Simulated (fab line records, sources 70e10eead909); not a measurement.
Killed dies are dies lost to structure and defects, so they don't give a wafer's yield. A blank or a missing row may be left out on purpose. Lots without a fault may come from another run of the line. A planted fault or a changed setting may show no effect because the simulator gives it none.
One fault seen from 2 desks | flow nand_harc | each desk has only its own numbers; what lay behind them comes last

THE TOOL OWNER'S DESK: pecvd-04
The tool's own readings at NHARC_A_M0_PRE_CLEAN_31 (time 12 s): means of the sampled wafers that have a number, for each lot that ran on this tool. A lot is out of limits, marked OUT, if its mean lies more than 4 standard deviations from the usual mean; the brackets give that distance.
Columns: A = heater_power_w at NHARC_A_M0_PRE_CLEAN_31, usual 672 W; B = rf_fwd_power_W at NHARC_A_M0_PRE_CLEAN_31, usual 292.5 W
lot  | first seen here | A   | B
L469 | day 18 01:37    | 740 | 292.7
L472 | day 18 19:49    | 769 | 292.2
L475 | day 19 23:54    | 763 | 292.8
L478 | day 20 20:03    | 739 | 291.8
L480 | day 20 23:04    | 778 | 292.4
L481 | day 21 01:35    | 755 | 292.7
L484 | day 22 07:17    | 747 | 290.9
This desk's finding: nothing out of limits on any of the 7 lots.

THE DEFECT DESK
What the inspections along the route counted, lot by lot: means of the sampled wafers that have a number. A lot is out of limits, marked OUT, if its mean lies more than 4 standard deviations from the usual mean; the brackets give that distance.
Columns: A = raw_defect_count at NHARC_A_M0_INSPECT_11, usual 33; B = raw_defect_count at NHARC_A_M1_INSPECT_11, usual 33
lot  | first seen here | A  | B
L467 | day 17 17:02    | 24 | 24
L470 | day 17 21:20    | 39 | 37
L469 | day 17 22:38    | 23 | 25
L471 | day 18 02:18    | 18 | 18
L472 | day 18 17:08    | 41 | 39
L475 | day 19 21:16    | 45 | 45
L477 | day 20 00:48    | 33 | 32
L478 | day 20 17:25    | 14 | 15
L480 | day 20 20:25    | 40 | 40
L481 | day 20 22:56    | 57 | 527 (+35) OUT
L483 | day 21 23:54    | 41 | 41
L484 | day 22 04:24    | 18 | 509 (+34) OUT
This desk's finding: out of limits on L481, L484; first on L481, day 21 02:59 (raw_defect_count at NHARC_A_M1_INSPECT_11). In limits: L467, L470, L469, L471, L472, L475, L477, L478, L480, L483.

PUT TOGETHER
The defect desk could have raised an alarm at day 21 02:59, on L481, L484.
The tool owner's desk saw nothing out of limits.
The tool owner's desk has L481, L484 on record, within its limits.
Of the lots named, all ran NHARC_A_M0_PRE_CLEAN_31 on pecvd-04.

WHAT THE SIMULATOR HAD PUT IN
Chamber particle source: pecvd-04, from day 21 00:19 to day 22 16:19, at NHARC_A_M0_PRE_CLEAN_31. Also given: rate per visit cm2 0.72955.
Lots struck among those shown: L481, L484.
Hours from the fault's start to each desk's first reading out of limits: the defect desk, 3.
